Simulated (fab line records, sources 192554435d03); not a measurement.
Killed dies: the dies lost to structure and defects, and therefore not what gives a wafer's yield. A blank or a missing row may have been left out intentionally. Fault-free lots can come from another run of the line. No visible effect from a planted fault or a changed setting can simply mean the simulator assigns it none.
A lot that was struck, set against a sound lot || flow n5 finfet || 35 out of 1938 route steps
Sound: these wafers, L285.1, L285.2, L285.6. Struck: wafer L300.3. (L300.1, L300.4 of the same lot were not struck and are left out.) The cause comes at the end.
Per side, at each step with rows, come the tool, then ch with its chambers, and then its first start. Under that, the readings that differ: sound wafers || struck wafers || difference of the means || sigmas: that difference in standard deviations of wafers without a fault.
alike: a reading whose means differ by less than 2 such deviations, as well as words and numbers matching on both sides. not compared: withheld readings; readings where some wafer has no value; bounds like >300 that might hide an equal value; numbers whose values overlap and for which the record gives no deviation.
The two part at a step that has a row with sigmas, a row that says differs or no value, or rows on one side only. Non-overlapping numbers with no deviation appear without sigmas and do not part them. Lack of a reading on every wafer of one side parts them only where that side has two or more wafers.

first, 9 steps without rows for these wafers: N5_MOL_CONTACT_COAG_SRD_128 (dry time 32 s); N5_MOL_CONTACT_COAG_CMP_52 (polishes, stops on SiO2, t overpolish 1.5 s, target thk 66.5 nm); N5_MOL_CONTACT_COAG_ANNEAL_112 (time 1800 s); N5_BEOL_M0_SAQP_PECVD_00 (deposits SiCN from 3MS/NH3, target thk 8 nm, time 14 s); N5_BEOL_M0_SAQP_ILD_DEP_01 (deposits SiOC from DEMS/O2, target thk 45.419 nm, time 8.7 s); N5_BEOL_M0_SAQP_HM_DEP_02 (deposits TiN, target thk 12 nm); N5_BEOL_M0_SAQP_PECVD_03 (deposits SiCN from 3MS/NH3, target thk 12 nm, time 21.1 s); N5_BEOL_M0_SAQP_PECVD_96 (deposits a-Si from SiH4/He, target thk 45 nm, time 45.2 s); N5_BEOL_M0_SAQP_PECVD_97 (deposits SiNx from SiH4/NH3/N2, target thk 23 nm, time 19.9 s).
N5_BEOL_M0_SAQP_PECVD_04: deposits a-Si from SiH4/He, target thk 60 nm, time 60.2 s.
  sound on pecvd-04 ch 1,2, day 7 10:35; struck on pecvd-04 ch 1, day 10 15:20
{"reading": "model.a-Si_of_BEOL_M0_SAQP_PECVD_04.thk nm (nm)", "sound": "60.2 60.8 61.4", "struck": 45.6, "difference": -15.2, "sigmas": ""}
  alike: heater power outer w, heater power w, showerhead plenum p Torr, throttle valve pct
N5_BEOL_M0_SAQP_THK_MEAS_05:
  sound: film metro-02 at day 7 10:43; struck: film metro-01 at day 10 15:28
{"reading": "thk nm (nm)", "sound": "60.3 60.8 61.4", "struck": 45.5, "difference": -15.3, "sigmas": -15}
then, 15 steps without rows for these wafers: N5_BEOL_M0_SAQP_HM_DEP_111 (deposits SiO2 from SiH4/N2O, target thk 12 nm, time 7.2 s); N5_BEOL_M0_SAQP_COAT_81 (time 60 s, resist thk 100 nm); N5_BEOL_M0_SAQP_COAT_82 (time 60 s, resist thk 30 nm); N5_BEOL_M0_SAQP_COAT_08 (resist thk 90 nm); N5_BEOL_M0_SAQP_EBR_10; N5_BEOL_M0_SAQP_SOFTBAKE_09 (time 60 s); N5_BEOL_M0_SAQP_EXPOSE_11 (exposes mask M0 CORE, target cd 42 nm); N5_BEOL_M0_SAQP_PEB_12 (peb time 60 s); N5_BEOL_M0_SAQP_DEVELOP_13 (develop time 30 s); N5_BEOL_M0_SAQP_DESCUM_19 (chemistry O2, time 7.9 s); N5_BEOL_M0_SAQP_ETCH_83 (etches SiARC in CF4, target depth 39 nm, time 65 s); N5_BEOL_M0_SAQP_ETCH_84 (etches SOC in N2/H2, target depth 100 nm, overetch 20 nm, time 150 s); N5_BEOL_M0_SAQP_STRIP_80 (strips in N2/H2); N5_BEOL_M0_SAQP_HM_OPEN_112 (chemistry CHF3/O2, target SiO2, stops on a-Si, target depth 12 nm, time 13.5 s); N5_BEOL_M0_SAQP_STRIP_113 (strips in CHF3/O2).
N5_BEOL_M0_SAQP_MANDREL_ETCH_20: etches a-Si in HBr/Cl2, stops on SiNx, target depth 60 nm, bt time 10 s, time 30 s.
  sound on rie si-06 ch 0,1,2, day 7 11:26; struck on rie si-04 ch 3, day 10 16:11
{"reading": "oes product au (a.u.)", "sound": "0.782 0.768 0.798", "struck": 0.664, "difference": -0.119, "sigmas": -8}
{"reading": "model.etch.depth nm (nm)", "sound": "60.23 60.76 61.35", "struck": 45.5, "difference": -15.3, "sigmas": ""}
  alike: drypump motor current A, he backside leak sccm, throttle valve pct
  not compared: rf hours counter h
then, 5 steps without rows for these wafers: N5_BEOL_M0_SAQP_STRIP_86 (strips in N2/H2); N5_BEOL_M0_SAQP_STRIP_115 (strips in post etch residue remover, time 60 s); N5_BEOL_M0_SAQP_SRD_93 (time 30 s); N5_BEOL_M0_SAQP_RECESS_114 (chemistry HF/NH3, target SiO2, target depth 14.4 nm, afs cycles 3, sublimation time 60 s); N5_BEOL_M0_SAQP_SPACER1_ALD_98 (deposits SiO2, target thk 12.8 nm, pulse time 1 s, purge time 2 s).
N5_BEOL_M0_SAQP_SPACER1_ETCHBACK_99: etches SiO2 in CHF3/O2, target depth 15.4 nm, time 7.7 s.
  sound on rie diel-01 ch 0,2,3, day 7 12:31; struck on rie diel-01 ch 1, day 10 17:26
{"reading": "model.a-Si_of_BEOL_M0_SAQP_PECVD_04.thk nm (nm)", "sound": "59.6 60.2 60.8", "struck": 45, "difference": -15, "sigmas": ""}
  alike: drypump motor current A, oes product au, rf vpp V, showerhead plenum p Torr, throttle valve pct
  not compared: rf hours counter h
then, 1 step without rows for these wafers: N5_BEOL_M0_SAQP_MANDREL1_REMOVE_100 (chemistry HBr/Cl2/O2, target a-Si, stops on SiNx, bt time 10 s).
-- a jump in the record: the struck wafers' starts before and after are 3 days apart (it breaks off in module BEOL_M0_SAQP and resumes in module BEOL_M4, where the first step shown is number 1111 of the route) --
N5_BEOL_M4_RC_MEAS_101:
  sound on prober-02 ch 0, day 9 22:00; struck on prober-02 ch 0, day 13 07:44
  alike: DIBL_N, DIBL_P, IOFF_N, IOFF_P, ION_N, ION_P, SS_N, SS_P, VT_N, VT_P

WHERE THEY PART
First at N5_BEOL_M0_SAQP_THK_MEAS_05; last, within this record, at N5_BEOL_M0_SAQP_MANDREL_ETCH_20. Later steps at which nothing parts them and some readings are alike: N5_BEOL_M0_SAQP_SPACER1_ETCHBACK_99, N5_BEOL_M4_RC_MEAS_101.

WHY: the cause the simulator had injected
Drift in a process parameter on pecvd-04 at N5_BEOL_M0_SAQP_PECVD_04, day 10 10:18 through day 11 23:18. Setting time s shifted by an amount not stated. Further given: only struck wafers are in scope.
